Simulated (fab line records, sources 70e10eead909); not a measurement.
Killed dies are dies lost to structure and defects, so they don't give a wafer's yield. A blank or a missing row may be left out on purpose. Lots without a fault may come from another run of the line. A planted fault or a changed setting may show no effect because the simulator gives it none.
fab line records | flow nand_harc
record lots=13 wafers=39 last_day=34
route steps=1302 shown A_CHANNEL_FILL_D2@628 A_M1@1196 A_BONDPAD@1202 END@1302
lots that met no fault: from a run of the same line without faults
start_h: hours from the record's first day to the start of the lot's first wafer shown | wait_h: hours since the lot's step before | " the same as in the row above | L1.1+2: a row that stands for several wafers | - no value, or no start given | * or withheld: withheld | < > ~ a bound
route shown NAME@n: a module of which the file shows steps, and the number in the route of the first | usual: mean/standard deviation of fault-free wafers | same: alike in all rows | chamber/n: place in a boat | sites: the reading at each site | _std_site: their standard deviation | _edge_site: outer sites' mean less inner sites' | radius_mm: how far each site lies from the wafer's centre | mask NAME#n: copy n | behind: the tool/chamber that last shaped the wafer | hold: why the lot was held/for how many hours/how that ended | device: the transistor (n, p or np) that didn't switch | end of line: the same wafers' tests at the end of the route | a step without rows: its recipe alone | killed: dies lost to structure and defects at the first sort, not the wafer's yield | map: a wafer's dies, x killed, . not, _ none there
set.NAME: the setting as run; set.NAME@STEP: as run at that earlier step | model.NAME: the simulator's own value behind a step, which no gauge read
steps of the route over a sample of lots; a table a step, a row a wafer
services: from which hour (start_h, from the record's first day; less than 0 if before it) a tool's chamber was out of use, for how many hours, and why
## steps
# step NHARC_A_CHANNEL_FILL_D2_ETCHBACK_08
# recipe target_depth_a=2200 time_s=110 c4f8_flow_sccm=20 ar_flow_sccm=withheld rf_w=600 bias_w=300 chemistry=C4F8
# usual oes_product_au=0.96/0.037 rf_vpp_V=441/3.1
# columns lot.wafer tool chamber start_h wait_h oes_product_au rf_hours_counter_h rf_vpp_V
L529.2 rie_diel-09 0 342.84 - 1.00 0 438
L529.3 " 3 " " 1.01 0 437
L529.5 " 0 " " 1.02 - 438
L530.2 rie_diel-09 0 351.21 - 1.03 0 439
L530.1 " 2 " " 1.00 0 438
L530.4 " 3 " " 1.00 0 438
L532.2 rie_diel-13 2 364.34 - 0.99 0 437
L532.5 " 2 " " 0.99 - 437
L532.6 " 3 " " 1.00 - 446
L531.1 rie_diel-09 1 364.39 - 0.99 1 443
L531.2 " 2 " " 0.99 1 438
L531.6 " 3 " " 1.02 - 437
L533.2 rie_diel-09 1 381.85 - 0.92 1 441
L533.3 " 0 " " 0.94 1 438
L533.6 " 1 " " 0.92 - 442
L534.3 rie_diel-13 0 381.86 - 0.93 1 441
L534.1 " 1 " " 0.90 1 446
L534.6 " 3 " " 0.92 - 445
L535.2 rie_diel-09 1 405.02 - 0.94 2 441
L535.3 " 2 " " 0.92 2 438
L535.5 " 0 " " 0.94 - 437
L536.3 rie_diel-07 0 415.94 - 0.93 18 443
L536.6 " 0 " " 0.90 - 442
L536.5 " 1 " " 0.93 - 444
L537.2 rie_diel-09 3 415.95 - 1.00 3 436
L537.3 " 0 " " 1.01 3 437
L537.4 " 1 " " 0.99 3 442
L538.2 rie_diel-09 0 435.06 - 1.00 4 437
L538.6 " 3 " " 0.98 - 437
L538.5 " 0 " " 1.00 - 438
L548.1 rie_diel-07 2 530.55 - 0.93 10 445
L548.3 " 3 " " 0.93 10 441
L548.4 " 0 " " 0.92 9 443
L550.4 rie_diel-07 0 563.37 - 1.00 - 442
L550.5 " 1 " " 1.00 - 442
L550.6 " 3 " " 1.00 - 442
L551.2 rie_diel-13 0 579.36 - 0.96 1 442
L551.3 " 3 " " 0.97 1 445
L551.6 " 0 " " 0.95 - 443
# step NHARC_A_M1_THK_MEAS_24
# recipe thk_meas_gauge=xrf
# usual thk_nm=154.6/1.4
# columns lot.wafer tool chamber start_h wait_h thk_nm
L529.2 film_metro-02 - 525.56 - 156.7
L529.3 " - " " 153.5
L529.5 " - " " 156.2
L530.1 film_metro-01 - 539.12 - 156.3
L530.2 " - " " 154.9
L530.4 " - " " 156.0
L531.1 film_metro-02 - 539.47 - 153.6
L531.2 " - " " 155.2
L531.6 " - " " 156.3
L532.2 film_metro-02 - 541.48 - 154.1
L532.5 " - " " 154.1
L532.6 " - " " 155.6
L533.2 film_metro-02 - 557.78 - 152.7
L533.3 " - " " 156.2
L533.6 " - " " 156.0
L534.1 film_metro-02 - 565.03 - 155.5
L534.3 " - " " 155.9
L534.6 " - " " 155.4
L535.2 film_metro-01 - 589.17 - 152.6
L535.3 " - " " 154.8
L535.5 " - " " 156.1
L536.3 film_metro-02 - 604.19 - 155.5
L536.5 " - " " 155.1
L536.6 " - " " 153.9
L538.2 film_metro-01 - 619.23 - 152.2
L538.5 " - " " 150.4
L538.6 " - " " 153.8
L537.2 film_metro-02 - 630.27 - 156.4
L537.3 " - " " 155.2
L537.4 " - " " 154.0
L548.1 film_metro-01 - 720.88 - 156.0
L548.3 " - " " 154.7
L548.4 " - " " 153.1
L550.4 film_metro-01 - 733.51 - 154.8
L550.5 " - " " 153.9
L550.6 " - " " 156.9
L551.2 film_metro-01 - 775.94 - 150.9
L551.3 " - " " 153.1
L551.6 " - " " 151.5
# step NHARC_A_BONDPAD_DEP_00
# recipe target_thk_a=2500 temp_c=370 target_thk_nm=250 pressure_torr=3 flow_sccm=200 rf_w=450 material=SiCN
# usual heater_power_w=627/83
# columns lot.wafer tool chamber start_h wait_h heater_power_w
L529.3 pecvd-01 0 - - 670
L529.2 " 2 " " 718
L529.5 " 0 " " 702
L530.2 pecvd-01 2 540.00 - 648
L530.1 " 1 " " 683
L530.4 " 0 " " 622
L531.2 pecvd-04 2 - - 559
L531.1 " 0 " " 722
L531.6 " 1 " " 581
L532.2 pecvd-01 2 542.43 - 706
L532.5 " 1 " " 588
L532.6 " 2 " " 702
L533.2 pecvd-04 2 558.68 - 623
L533.3 " 0 " " 784
L533.6 " 0 " " 766
L534.3 pecvd-01 1 565.93 - 690
L534.1 " 2 " " 641
L534.6 " 2 " " 671
L535.2 pecvd-04 1 - - 544
L535.3 " 2 " " 590
L535.5 " 2 " " 606
L536.3 pecvd-01 0 605.05 - 720
L536.5 " 0 " " 737
L536.6 " 2 " " 714
L538.2 pecvd-02 1 620.08 - 439
L538.6 " 2 " " 475
L538.5 " 0 " " 653
L537.2 pecvd-01 2 631.17 - 619
L537.3 " 0 " " 714
L537.4 " 1 " " 725
L548.3 pecvd-02 1 721.74 - 471
L548.1 " 2 " " 443
L548.4 " 1 " " 486
L550.4 pecvd-02 0 734.52 - 669
L550.6 " 0 " " 688
L550.5 " 2 " " 467
L551.3 pecvd-04 2 - - 595
L551.2 " 0 " " 662
L551.6 " 0 " " 668
# step NHARC_A_BONDPAD_ANNEAL_28
# recipe temp_c=225 time_s=90
# usual wafer_temp_C_max=226.02/0.23
# columns lot.wafer tool chamber start_h wait_h wafer_temp_C_max
L529.2 rtp_anneal-01 0 529.50 0.3 226.51
L529.3 " 0 " " 226.29
L529.5 " 0 " " 225.66
L530.1 rtp_anneal-01 0 543.15 - 226.03
L530.2 " 0 " " 225.97
L530.4 " 0 " " 225.76
L531.1 rtp_anneal-02 0 543.54 0.3 225.98
L531.2 " 0 " " 225.87
L531.6 " 0 " " 225.74
L532.2 rtp_anneal-01 0 545.55 0.4 226.00
L532.5 " 0 " " 225.93
L532.6 " 0 " " 225.96
L533.2 rtp_anneal-01 0 561.67 - 225.49
L533.3 " 0 " " 225.94
L533.6 " 0 " " 225.73
L534.1 rtp_anneal-01 0 568.88 - 226.37
L534.3 " 0 " " 226.39
L534.6 " 0 " " 226.33
L535.2 rtp_anneal-01 0 593.21 0.4 225.54
L535.3 " 0 " " 226.10
L535.5 " 0 " " 225.98
L536.3 rtp_anneal-01 0 608.27 0.3 225.87
L536.5 " 0 " " 226.02
L536.6 " 0 " " 226.01
L538.2 rtp_anneal-02 0 623.24 0.3 225.84
L538.5 " 0 " " 226.23
L538.6 " 0 " " 225.82
L537.2 rtp_anneal-02 0 634.33 - 225.65
L537.3 " 0 " " 225.97
L537.4 " 0 " " 226.26
L548.1 rtp_anneal-02 0 724.88 0.3 226.10
L548.3 " 0 " " 225.85
L548.4 " 0 " " 225.91
L550.4 rtp_anneal-01 0 737.66 0.4 226.15
L550.5 " 0 " " 226.12
L550.6 " 0 " " 225.80
L551.2 rtp_anneal-01 0 779.95 0.4 226.27
L551.3 " 0 " " 226.40
L551.6 " 0 " " 226.28
# step NHARC_END_SORT_01
# recipe temp_c=25
# usual killed_at_array=64/16 killed_at_other=1.0/1.1 killed_at_periphery=3.5/2.3 killed_dies=69/17 killed_open=3.2/1.6 killed_short=2.4/1.6
# same gross_dies=677
# columns lot.wafer tool chamber start_h wait_h killed_at_array killed_at_other killed_at_periphery killed_dies killed_open killed_short
L548.1 prober-01 0 762.39 2.5 120 0 1 121 2 2
L548.3 prober-01 0 763.97 3.1 116 0 1 117 3 3
L548.4 prober-01 0 764.76 3.4 152 1 3 156 4 5
L550.4 prober-01 0 774.72 3.4 171 1 3 175 2 1
L550.5 prober-01 0 775.53 3.8 147 2 6 155 2 4
L550.6 prober-01 0 776.34 4.1 140 1 4 145 6 2
# killed by level:class
L548.1 A_CHANNEL_FILL_D2:unspecified=51 A_CHANNEL_HOLE_D2:chamber_film_flake=23 A_CHANNEL_HOLE_D1:chamber_film_flake=19 A_CONTACT:chamber_film_flake=6 A_SLIT:chamber_film_flake=4 A_STAIRCASE:chamber_film_flake=4 A_CHANNEL_FILL_D2:chamber_film_flake=3 A_WL_FILL:chamber_film_flake=3
L548.3 A_CHANNEL_FILL_D2:unspecified=66 A_CHANNEL_HOLE_D2:chamber_film_flake=20 A_SLIT:chamber_film_flake=7 A_CHANNEL_HOLE_D1:chamber_film_flake=5 A_STAIRCASE:chamber_film_flake=5 A_DECK1_JOINT:geometric_particle:short=2 A_M0:geometric_particle:open=2 A_WL_FILL:chamber_film_flake=2
L548.4 A_CHANNEL_FILL_D2:unspecified=95 A_CHANNEL_HOLE_D2:chamber_film_flake=19 A_CHANNEL_HOLE_D1:chamber_film_flake=11 A_SLIT:chamber_film_flake=7 A_STAIRCASE:chamber_film_flake=6 A_CHANNEL_FILL_D1:geometric_particle:open=2 A_WL_FILL:chamber_film_flake=2 A_CONTACT:chamber_film_flake=2
L550.4 A_CHANNEL_FILL_D2:unspecified=94 A_SLIT:chamber_film_flake=26 A_CHANNEL_HOLE_D2:chamber_film_flake=23 A_CHANNEL_HOLE_D1:chamber_film_flake=11 A_CONTACT:chamber_film_flake=9 A_STAIRCASE:chamber_film_flake=3 P_ZERO_WELL:chamber_film_flake=2 A_WL_FILL:chamber_film_flake=2
L550.5 A_CHANNEL_FILL_D2:unspecified=72 A_SLIT:chamber_film_flake=31 A_CHANNEL_HOLE_D2:chamber_film_flake=18 A_CHANNEL_HOLE_D1:chamber_film_flake=13 A_CONTACT:chamber_film_flake=6 A_CHANNEL_FILL_D2:geometric_particle:short=2 P_ZERO_WELL:chamber_film_flake=2 A_STAIRCASE:chamber_film_flake=2
L550.6 A_CHANNEL_FILL_D2:unspecified=66 A_SLIT:chamber_film_flake=24 A_CHANNEL_HOLE_D2:chamber_film_flake=19 A_CONTACT:chamber_film_flake=15 A_CHANNEL_HOLE_D1:chamber_film_flake=9 A_STAIRCASE:chamber_film_flake=3 P_CONTACT:geometric_particle:open=2 A_ONON_D2:geometric_particle:short=2
## services
# columns tool chamber start_h hours kind
rie_diel-09 - 320.13 9.0 pm
rie_diel-07 0 339.75 4.4 repair
rie_diel-13 - 342.00 9.0 pm
rtp_anneal-01 - 372.00 12.0 pm
rie_diel-09 - 436.53 0.5 repair
rie_diel-09 2 448.95 2.7 repair
pecvd-04 - 450.00 13.0 pm
pecvd-01 1 464.36 8.1 repair
rie_diel-09 - 469.42 0.8 repair
rie_diel-09 0 474.54 44.7 repair
pecvd-04 - 483.89 0.4 repair
pecvd-01 - 492.12 13.0 pm
rie_diel-09 - 497.13 9.0 pm
rie_diel-09 0 522.43 21.1 repair
pecvd-04 - 549.49 2.3 repair
pecvd-01 - 585.73 1.9 repair
pecvd-01 - 627.70 1.4 repair
pecvd-04 - 631.00 13.0 pm
pecvd-01 - 649.87 0.3 repair
pecvd-04 0 672.73 20.9 repair
pecvd-01 - 673.12 13.0 pm
rie_diel-09 - 674.13 9.0 pm
pecvd-04 2 690.91 10.6 repair
rtp_anneal-02 - 744.30 12.0 pm
## key
first_sign step=NHARC_END_SORT_01 reading=killed_at_array direction=up sigmas=4.7 usual=64 struck=141
effect step=NHARC_END_SORT_01 reading=killed_dies direction=up sigmas=4.6 usual=69 struck=145
more_kills_born_at NHARC_A_CHANNEL_FILL_D2_ETCHBACK_08@rie_diel-07=444
met_at NHARC_A_CHANNEL_FILL_D2_ETCHBACK_08
struck_lots L548,L550
tester_left_out L548,L550
not_acting_at NHARC_A_M1_THK_MEAS_24,NHARC_A_BONDPAD_DEP_00,NHARC_A_BONDPAD_ANNEAL_28
onset_between 415.94 530.55
fault kind=chamber_particle_source tool=rie_diel-07 chamber=- onset_h=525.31 steps=NHARC_A_CHANNEL_FILL_D2_ETCHBACK_08 rate_per_visit_cm2=1.3642 end_h=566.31
# tester_left_out: of these lots the tester's yield and bins aren't shown, on N5 and GAA mostly nor the transistor test; their killed dies are dies lost to structure and defects alone, not to doping, threshold or leakage, so they don't give the yield
